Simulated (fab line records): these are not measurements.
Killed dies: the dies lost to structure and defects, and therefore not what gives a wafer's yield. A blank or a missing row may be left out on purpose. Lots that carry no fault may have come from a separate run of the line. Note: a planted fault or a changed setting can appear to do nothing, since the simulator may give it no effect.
fab line records    flow nandHarc
[record] lots = 15  wafers = 45  lastDay = 24
route steps=1159 shown A_STAIRCASE@738 A_SGD_CUT@747
lots untouched by any fault: they come from a run of this same line in which no faults occurred
startH: hours from the record's opening day to when the first of the lot's shown wafers began    waitH: hours since the lot's step before    " the same as in the row above    L1.1+2: a single row standing in for several wafers    - no value, or no start given    * or withheld: withheld    < > ~ a bound
route shown NAME@n: a module of which the file shows steps, and the number in the route of the first    usual: mean/standard deviation taken from wafers without a fault    same: alike in all rows    chamber/n: place in a boat    sites: per-site readings    _std_site: the standard deviation of these    _edge_site: inner sites' mean taken away from outer sites' mean    radiusMm: how far each site lies from the wafer's centre    mask NAME#n: copy n    behind: the tool/chamber that last shaped the wafer    hold: reason for holding the lot/hours on hold/outcome of the hold    device: the transistor (n, p or np) that didn't switch    end of line: the same wafers' tests at the end of the route    where a step has no rows: the recipe by itself    killed: at the first sort, the dies lost to defects and structure; wafer yield is something else    map: shows each die of a wafer: x if killed, . if not, _ if none is there
set.NAME: the run value of the setting; set.NAME@STEP: its run value at that earlier step    model.NAME: the simulator's own value behind a step, which no gauge read
the route's steps for a sample of lots (tables are steps, rows are wafers)
services: when a tool's chamber went out of use (startH, in hours from the record's first day, below 0 if earlier), for how many hours, and the reason
[[steps]]
[step NHARC_A_STAIRCASE_ETCHBACK_422]
[recipe] targetDepthA = 400  overEtchFrac = 0.3  timeS = 74.286  ionEnergyEv = 120  ch3fFlowSccm = 50  o2FlowSccm = 30  arFlowSccm = 200  rfW = 500  biasW = 100  chemistry = CH3F/O2
[usual] drypumpMotorCurrentA = 5.91/0.28  o2FlowSccm = 29.99/0.094  oesProductAu = 0.96/0.037  rfVppV = 245.1/1.4  showerheadPlenumPTorr = 2.51/0.086  throttleValvePct = 20.662/0.0085
lot.wafer  tool        chamber  startH  waitH  drypumpMotorCurrentA  o2FlowSccm  oesProductAu  rfHoursCounterH  rfVppV  showerheadPlenumPTorr  throttleValvePct
L980.1     rieDiel-13  1        299.72  0.2    6.26                  29.90       1.00          6                243.9   2.40                   20.655
L980.5     "           2        "       "      5.79                  30.11       1.00          -                244.4   2.48                   20.673
L980.6     "           3        "       "      6.38                  30.06       1.00          -                246.4   2.55                   20.647
L981.1     rieDiel-13  1        313.80  0.1    6.24                  30.07       1.00          12               243.7   2.39                   20.673
L981.4     "           2        "       "      5.80                  29.94       1.00          13               244.0   2.48                   20.667
L981.2     "           3        "       "      6.39                  30.12       1.00          13               245.7   2.55                   20.670
L983.1     rieDiel-05  0        314.12  0.2    6.11                  29.92       1.01          50               245.8   2.61                   20.665
L983.6     "           1        "       "      5.90                  29.96       1.01          -                245.0   2.58                   20.652
L983.5     "           2        "       "      5.61                  30.01       1.00          -                244.7   2.46                   20.653
L984.1     rieDiel-08  3        324.09  0.2    5.70                  30.14       0.99          5                243.6   2.39                   20.661
L984.2     "           1        "       "      5.19                  29.99       1.00          5                246.0   2.52                   20.650
L984.6     "           3        "       "      5.68                  30.12       1.00          -                242.8   2.39                   20.672
L982.2     rieDiel-13  0        324.21  0.1    5.87                  30.00       0.92          17               247.2   2.65                   20.663
L982.4     "           2        "       "      5.81                  29.94       0.93          13               243.9   2.48                   20.663
L982.6     "           1        "       "      6.23                  29.99       0.93          -                242.6   2.39                   20.659
L985.3     rieDiel-08  1        324.76  0.2    5.20                  29.90       0.99          5                245.5   2.52                   20.670
L985.2     "           2        "       "      5.61                  30.00       1.00          5                243.2   2.34                   20.670
L985.1     "           3        "       "      5.71                  29.90       1.00          5                242.8   2.39                   20.651
L988.1     rieDiel-08  3        352.92  0.1    5.69                  30.11       1.00          16               243.6   2.39                   20.664
L988.3     "           1        "       "      5.16                  30.04       1.00          16               245.4   2.51                   20.659
L988.6     "           0        "       "      5.99                  30.14       0.99          -                245.7   2.55                   20.669
L987.1     rieDiel-13  0        354.81  0.2    5.86                  29.98       0.92          28               246.4   2.65                   20.654
L987.6     "           0        "       "      5.85                  29.92       0.92          -                246.1   2.65                   20.661
L987.5     "           1        "       "      6.22                  30.11       0.91          -                242.5   2.39                   20.660
L989.4     rieDiel-08  0        364.81  0.1    5.98                  29.92       1.00          22               247.6   2.55                   20.651
L989.5     "           3        "       "      5.68                  30.12       0.92          -                242.5   2.38                   20.665
L989.6     "           0        "       "      5.99                  29.91       1.01          -                244.9   2.55                   20.663
L990.4     rieDiel-05  1        372.99  0.1    5.87                  30.13       0.99          9                246.9   2.58                   20.654
L990.1     "           2        "       "      5.60                  29.98       1.00          9                245.3   2.46                   20.664
L990.6     "           1        "       "      5.88                  30.11       1.00          -                246.2   2.58                   20.655
L992.2     rieDiel-08  3        373.17  0.1    5.65                  30.05       0.93          24               242.9   2.38                   20.668
L992.5     "           3        "       "      5.67                  30.11       0.94          -                242.5   2.38                   20.679
L992.6     "           0        "       "      6.00                  29.93       0.93          -                245.5   2.55                   20.655
L991.2     rieDiel-05  0        377.32  0.1    6.11                  29.88       0.99          11               246.8   2.60                   20.682
L991.4     "           1        "       "      5.88                  29.92       1.00          10               245.7   2.57                   20.657
L991.6     "           3        "       "      6.25                  30.04       0.99          -                245.0   2.47                   20.670
L101.1     rieDiel-08  2        419.67  0.2    5.60                  29.91       0.92          41               244.4   2.33                   20.659
L101.6     "           3        "       "      5.68                  30.06       0.92          -                242.4   2.38                   20.664
L101.5     "           0        "       "      5.98                  29.93       0.93          -                245.7   2.54                   20.679
L100.2     rieDiel-05  0        421.07  0.1    6.11                  30.00       1.00          29               246.2   2.60                   20.668
L100.3     "           1        "       "      5.92                  29.90       1.00          28               246.7   2.57                   20.664
L100.6     "           3        "       "      6.25                  30.00       0.98          -                244.8   2.46                   20.659
L103.3     rieDiel-05  3        446.61  0.2    6.24                  30.00       0.91          38               244.9   2.46                   20.662
L103.5     "           1        "       "      5.92                  30.14       0.92          -                245.1   2.56                   20.669
L103.6     "           2        "       "      5.62                  29.84       0.92          -                245.1   2.44                   20.676
[step NHARC_A_SGD_CUT_DEP_00]
[recipe] targetThkA = 500  tempC = 400  targetThkNm = 50  flowSccm = 200  rfW = 450  material = SiNx
[usual] heaterPowerW = 743/71
lot.wafer  tool      chamber  startH  waitH  heaterPowerW
L980.1     pecvd-01  0        301.12  0.1    692
L980.5     "         2        "       "      799
L980.6     "         0        "       "      724
L981.1     pecvd-03  1        315.50  0.5    633
L981.2     "         2        "       "      882
L981.4     "         2        "       "      900
L983.1     pecvd-02  1        315.53  0.2    639
L983.5     "         2        "       "      809
L983.6     "         1        "       "      655
L984.2     pecvd-01  2        325.47  0.1    753
L984.1     "         0        "       "      685
L984.6     "         2        "       "      752
L982.2     pecvd-01  0        325.61  0.1    770
L982.4     "         0        "       "      765
L982.6     "         1        "       "      817
L985.2     pecvd-01  2        326.08  0.1    729
L985.1     "         0        "       "      630
L985.3     "         1        "       "      689
L988.1     pecvd-02  2        354.25  0.1    811
L988.3     "         1        "       "      692
L988.6     "         2        "       "      805
L987.1     pecvd-01  2        356.26  0.1    800
L987.5     "         2        "       "      812
L987.6     "         0        "       "      660
L989.6     pecvd-03  0        366.21  0.1    571
L989.4     "         1        "       "      803
L989.5     "         2        "       "      877
L990.1     pecvd-02  0        374.42  0.1    757
L990.6     "         0        "       "      751
L990.4     "         1        "       "      670
L992.2     pecvd-01  1        374.66  0.2    771
L992.5     "         0        "       "      728
L992.6     "         1        "       "      781
L991.2     pecvd-02  1        378.87  0.3    716
L991.6     "         0        "       "      705
L991.4     "         2        "       "      720
L101.1     pecvd-03  0        421.29  0.4    659
L101.6     "         0        "       "      671
L101.5     "         1        "       "      671
L100.2     pecvd-03  2        422.46  0.1    868
L100.3     "         0        "       "      698
L100.6     "         0        "       "      702
L103.3     pecvd-02  0        447.97  0.1    801
L103.5     "         2        "       "      761
L103.6     "         0        "       "      781
[step NHARC_A_SGD_CUT_DEVELOP_08]
[recipe] developTimeS = 35  devTempC = 23
[usual] chillPlateTempC = 22.98/0.096  developTimeS = 35/0
lot.wafer  tool           chamber  startH  waitH  chillPlateTempC  developTimeS
L980.1     lithoTrack-01  0        301     -      23.05            35
L980.5     "              0        "       "      22.93            35
L980.6     "              0        "       "      22.89            35
L983.1     lithoTrack-06  0        316     -      23.14            35
L983.5     "              0        "       "      22.87            35
L983.6     "              0        "       "      22.85            35
L981.1     lithoTrack-06  0        316     -      23.15            35
L981.2     "              0        "       "      23.20            35
L981.4     "              0        "       "      23.08            35
L984.1     lithoTrack-04  0        325     -      23.04            35
L984.2     "              0        "       "      22.85            35
L984.6     "              0        "       "      23.07            35
L982.2     lithoTrack-06  0        326     -      22.95            35
L982.4     "              0        "       "      23.03            35
L982.6     "              0        "       "      22.96            35
L985.1     lithoTrack-04  0        326     -      23.01            35
L985.2     "              0        "       "      22.99            35
L985.3     "              0        "       "      23.04            35
L988.1     lithoTrack-06  0        354     -      23.04            35
L988.3     "              0        "       "      22.99            35
L988.6     "              0        "       "      23.19            35
L987.1     lithoTrack-04  0        356     -      22.84            35
L987.5     "              0        "       "      22.81            35
L987.6     "              0        "       "      22.99            35
L989.4     lithoTrack-01  0        366     -      22.90            35
L989.5     "              0        "       "      23.01            35
L989.6     "              0        "       "      23.08            35
L990.1     lithoTrack-01  -        375     -      -                -
L990.4     "              -        "       "      -                -
L990.6     "              -        "       "      -                -
L992.2     lithoTrack-06  -        375     -      -                -
L992.5     "              -        "       "      -                -
L992.6     "              -        "       "      -                -
L991.2     lithoTrack-06  -        379     -      -                -
L991.4     "              -        "       "      -                -
L991.6     "              -        "       "      -                -
L101.1     lithoTrack-01  0        421     -      22.85            35
L101.5     "              0        "       "      22.86            35
L101.6     "              0        "       "      22.84            35
L100.2     lithoTrack-01  0        423     -      23.04            35
L100.3     "              0        "       "      23.07            35
L100.6     "              0        "       "      23.20            35
L103.3     lithoTrack-04  0        448     -      22.92            35
L103.5     "              0        "       "      22.87            35
L103.6     "              0        "       "      22.77            35
[step NHARC_A_SGD_CUT_ETCH_58]
[recipe] targetDepthA = 390  overEtchFrac = 0.3  timeS = 65  ionEnergyEv = 80  cf4FlowSccm = 150  arFlowSccm = 0  rfW = 300  biasW = 100  chemistry = CF4
[usual] drypumpMotorCurrentA = 5.4/0.6  oesProductAu = 0.999/0.0069  rfVppV = 150.7/1.2  showerheadPlenumPTorr = 1.72/0.067  throttleValvePct = 13.284/0.0085
lot.wafer  tool        chamber  startH  waitH  drypumpMotorCurrentA  oesProductAu  rfHoursCounterH  rfVppV  showerheadPlenumPTorr  throttleValvePct
L980.1     rieDiel-03  2        301.96  0.1    5.8                   0.999         9                149.7   1.65                   13.286
L980.6     "           1        "       "      4.6                   0.997         -                150.9   1.77                   13.290
L980.5     "           2        "       "      5.8                   1.001         -                151.1   1.65                   13.292
L983.1     rieDiel-03  3        316.49  0.1    5.5                   0.996         10               149.8   1.65                   13.272
L983.5     "           1        "       "      4.6                   0.988         -                152.2   1.77                   13.282
L983.6     "           2        "       "      5.8                   1.000         -                148.8   1.65                   13.302
L981.1     rieDiel-11  2        316.63  0.1    6.2                   1.014         9                150.4   1.66                   13.281
L981.4     "           3        "       "      4.8                   0.990         9                149.8   1.67                   13.274
L981.2     "           0        "       "      6.0                   0.994         8                150.3   1.77                   13.282
L984.1     rieDiel-12  0        326.33  0.1    5.4                   0.993         12               151.1   1.77                   13.300
L984.2     "           2        "       "      5.6                   0.993         10               151.5   1.80                   13.271
L984.6     "           2        "       "      5.5                   0.996         -                152.7   1.80                   13.305
L982.4     rieDiel-11  3        326.62  0.1    4.8                   0.995         10               151.0   1.67                   13.288
L982.2     "           0        "       "      6.0                   1.010         9                150.3   1.77                   13.280
L982.6     "           2        "       "      6.2                   1.015         -                149.2   1.66                   13.280
L985.1     rieDiel-03  3        327.08  0.1    5.5                   0.997         11               150.1   1.65                   13.284
L985.3     "           1        "       "      4.6                   0.992         12               151.3   1.77                   13.283
L985.2     "           2        "       "      5.8                   0.997         12               148.9   1.65                   13.284
L988.3     rieDiel-11  1        355.26  0.1    4.7                   1.002         11               151.4   1.70                   13.281
L988.1     "           3        "       "      4.8                   1.001         12               150.2   1.67                   13.283
L988.6     "           2        "       "      6.2                   1.023         -                150.7   1.66                   13.275
L987.1     rieDiel-03  3        357.27  0.1    5.5                   1.009         15               150.7   1.65                   13.280
L987.5     "           0        "       "      4.9                   0.995         -                152.8   1.82                   13.287
L987.6     "           1        "       "      4.6                   1.000         -                152.2   1.77                   13.270
L989.4     rieDiel-03  0        367.12  0.1    4.8                   1.000         16               153.7   1.82                   13.288
L989.6     "           3        "       "      5.6                   0.996         -                147.7   1.65                   13.274
L989.5     "           0        "       "      4.8                   0.998         -                151.5   1.82                   13.280
L990.4     rieDiel-12  0        375.41  0.1    5.4                   1.004         19               150.6   1.77                   13.271
L990.1     "           1        "       "      5.4                   1.006         16               152.3   1.84                   13.287
L990.6     "           0        "       "      5.4                   1.009         -                150.0   1.77                   13.286
L992.2     rieDiel-03  1        375.47  0.1    4.6                   1.003         17               150.5   1.77                   13.289
L992.5     "           1        "       "      4.6                   1.003         -                151.8   1.77                   13.274
L992.6     "           2        "       "      5.8                   1.001         -                149.9   1.65                   13.271
L991.2     rieDiel-11  3        379.72  0.1    4.8                   0.993         0                149.2   1.67                   13.280
L991.4     "           0        "       "      6.1                   0.992         0                151.0   1.77                   13.288
L991.6     "           2        "       "      6.2                   1.004         -                149.1   1.66                   13.293
L101.1     rieDiel-11  1        422.30  0.1    4.7                   0.997         3                150.3   1.70                   13.296
L101.6     "           2        "       "      6.2                   0.987         -                150.7   1.66                   13.287
L101.5     "           3        "       "      4.8                   0.999         -                149.6   1.66                   13.274
L100.3     rieDiel-11  3        423.42  0.1    4.8                   1.001         4                150.3   1.66                   13.287
L100.2     "           1        "       "      4.7                   0.993         3                149.4   1.70                   13.291
L100.6     "           3        "       "      4.8                   1.002         -                149.7   1.66                   13.283
L103.3     rieDiel-03  3        448.94  0.1    5.6                   0.997         5                150.3   1.65                   13.277
L103.5     "           3        "       "      5.6                   1.001         -                149.2   1.65                   13.292
L103.6     "           0        "       "      4.8                   0.990         -                152.1   1.82                   13.297
[[services]]
tool           chamber  startH  hours  kind
rieDiel-13     -        276.14  9.0    pm
pecvd-01       -        280.01  0.6    repair
pecvd-03       -        288.20  2.5    repair
rieDiel-11     3        289.42  2.4    repair
lithoTrack-06  -        292.00  7.0    pm
pecvd-03       -        292.00  13.0   pm
rieDiel-12     2        300.91  12.1   repair
lithoTrack-04  -        316.00  7.0    pm
pecvd-02       1        318.95  13.3   repair
rieDiel-12     1        324.06  8.2    repair
rieDiel-08     3        325.44  4.3    repair
pecvd-02       -        334.89  13.0   pm
rieDiel-05     -        341.54  9.0    pm
rieDiel-12     1        347.59  5.7    repair
rieDiel-11     -        366.50  9.0    pm
rieDiel-05     2        373.55  2.0    repair
rieDiel-12     -        379.40  9.0    pm
rieDiel-03     -        392.39  9.0    pm
rieDiel-11     2        393.55  4.1    repair
rieDiel-11     1        396.35  8.9    repair
pecvd-01       -        418.57  13.0   pm
pecvd-03       -        423.70  0.7    repair
lithoTrack-01  -        443.00  7.0    pm
rieDiel-08     -        446.38  0.3    repair
[[key]]
[firstSign] step = NHARC_A_SGD_CUT_DEVELOP_08  reading = toolRecord  direction = missing
effect none on later readings
metAt NHARC_A_SGD_CUT_DEVELOP_08
struckLots L990,L991,L992
laterRowsLeftOut L990.1,L990.4,L990.6,L991.2,L991.4,L991.6,L992.2,L992.5,L992.6
sortLeftOut L990.1,L990.4,L990.6,L991.2,L991.4,L991.6,L992.2,L992.5,L992.6
testerLeftOut L990,L991,L992
notActingAt NHARC_A_STAIRCASE_ETCHBACK_422,NHARC_A_SGD_CUT_DEP_00,NHARC_A_SGD_CUT_ETCH_58
onsetBetween 366 375
[fault] kind = skippedStepWhole  tool = lithoTrack-01,lithoTrack-06  chamber = -  onsetH = 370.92  steps = NHARC_A_SGD_CUT_DEVELOP_08  scope = struckLotsOnly
// testerLeftOut: of these lots the tester's yield and bins aren't shown, on N5 and GAA mostly nor the transistor test; their killed dies are dies lost to structure and defects alone, not to doping, threshold or leakage, so they don't give the yield
// sortLeftOut: the simulated sort isn't trusted on such a fault, so these wafers' sort isn't shown, and their yield isn't known
// laterRowsLeftOut: the simulator's readings of these wafers behind a module that went badly wrong aren't trusted and aren't shown, but for the sort
